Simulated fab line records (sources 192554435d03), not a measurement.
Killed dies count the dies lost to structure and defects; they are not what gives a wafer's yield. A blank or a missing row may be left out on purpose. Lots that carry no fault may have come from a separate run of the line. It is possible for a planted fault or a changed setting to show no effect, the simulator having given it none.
Split-lot study + flow n5-finfet + 21 wafers read across 7 lots, on a route 1938 steps long

== ABOUT THE SPLIT ==
At N5_BEOL_M7_ETCH_61 (etches SiARC in CF4, target depth 45.5 nm, time 75.8 s), the setting source-w was moved away from the recipe's 545 W on 6 of the 21 wafers read, by -17.3% to +18.0%. This setting was run at the recipe's value on the other wafers.

The reading comes from the split's own step.

== THE READING ==
rf-vpp-V, in V, at N5_BEOL_M7_ETCH_61 (etches SiARC in CF4, target depth 45.5 nm, time 75.8 s). Typical for fault-free wafers on this fab line: 184.2 V, with standard deviation 1.2 V.

| wafer  | tool, chamber at the split | source-w as run, W | against the recipe | rf-vpp-V, V | against lot-mates on the recipe |
|--------|----------------------------|--------------------|--------------------|-------------|---------------------------------|
| L075.3 | rie-diel-01, 1             | 643                | +18.0%             | 173.8       | -10.1                           |
| L075.4 | rie-diel-01, 3             | 545                | recipe             | 183.9       | -                               |
| L075.6 | rie-diel-01, 0             | 643                | +18.0%             | 173.4       | -10.5                           |
| L078.3 | rie-diel-01, 3             | 545                | recipe             | 182.6       | -                               |
| L078.4 | rie-diel-01, 0             | 601.6              | +10.4%             | 176.6       | -6.8                            |
| L078.6 | rie-diel-01, 1             | 545                | recipe             | 184.1       | -                               |
| L079.3 | rie-diel-06, 0             | 545                | recipe             | 183.6       | -                               |
| L079.4 | rie-diel-06, 3             | 450.7              | -17.3%             | 197.9       | +13.1                           |
| L079.6 | rie-diel-06, 3             | 545                | recipe             | 186.1       | -                               |
| L080.1 | rie-diel-06, 3             | 545                | recipe             | 186.2       | -                               |
| L080.2 | rie-diel-06, 0             | 545                | recipe             | 184.2       | -                               |
| L080.4 | rie-diel-06, 2             | 624.1              | +14.5%             | 175.6       | -9.6                            |
| L086.2 | rie-diel-01, 3             | 545                | recipe             | 183.2       | -                               |
| L086.3 | rie-diel-01, 1             | 545                | recipe             | 182.6       | -                               |
| L086.5 | rie-diel-01, 0             | 545                | recipe             | 184.0       | -                               |
| L090.1 | rie-diel-03, 3             | 545                | recipe             | 186.0       | -                               |
| L090.4 | rie-diel-03, 1             | 545                | recipe             | 184.5       | -                               |
| L090.6 | rie-diel-03, 3             | 545                | recipe             | 184.2       | -                               |
| L093.1 | rie-diel-06, 3             | 545                | recipe             | 185.3       | -                               |
| L093.2 | rie-diel-06, 0             | 545                | recipe             | 182.9       | -                               |
| L093.6 | rie-diel-06, 0             | 605.6              | +11.1%             | 175.8       | -8.3                            |

THE FIT
A straight line over all 21 wafers: rf-vpp-V changes by -0.669 V for each +1% of source-w; r = -0.97; the points scatter about the line by 1.3 V.
The same after taking each lot's own level away (the mean of its wafers on the recipe; 21 wafers): -0.653 V for each +1%; r = -0.98; scatter 1 V.
On that fit, the largest move of source-w shifts the reading by 12 V.
The lots' own levels span 183.27 to 185.20 V, that is 1.6 times the standard deviation above.
So the lot-to-lot level changes the slope little: the two slopes agree.
Check: with one of the wafers moved furthest among these (+18.0%) left out of the fit, the line predicts -12 V for it against its lot-mates. Against them it came out at -10.1 V.
Tool readings at the split's step, against how far the setting was moved: etch-rf-on-time-s r = -0.96; rf-vpp-V r = -0.97.

== FURTHER SPLITS ON THESE WAFERS ==
Note: prior to the reading, these wafers also went through further splits. Each is held against what the fit with the lots' levels taken away leaves over:
| other split on the same wafers             | wafers away from the commonest value | r with rf-vpp-V (lot level and that fit taken away) |
|--------------------------------------------|--------------------------------------|-----------------------------------------------------|
| N5_BEOL_M6_ALD_77 co-reactant-pulse-time-s | 7                                    | +0.09                                               |
| N5_BEOL_M7_COAT_05 spin-rpm                | 8                                    | -0.16                                               |

== THE WHOLE CHAIN: every reading that the file lists as answering this split, in the file's order ==
| step               | what it does                                           | reading           | change (the file's fit)              | r (the file's) |
|--------------------|--------------------------------------------------------|-------------------|--------------------------------------|----------------|
| N5_BEOL_M7_ETCH_61 | etches SiARC in CF4, target depth 45.5 nm, time 75.8 s | etch-rf-on-time-s | withheld for each +1% of the setting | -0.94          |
| N5_BEOL_M7_ETCH_61 | etches SiARC in CF4, target depth 45.5 nm, time 75.8 s | rf-vpp-V          | -0.667 V for each +1% of the setting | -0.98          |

== FILE'S OWN FIT ==
rf-vpp-V changes by -0.667 V for each +1% of source-w, r = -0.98.
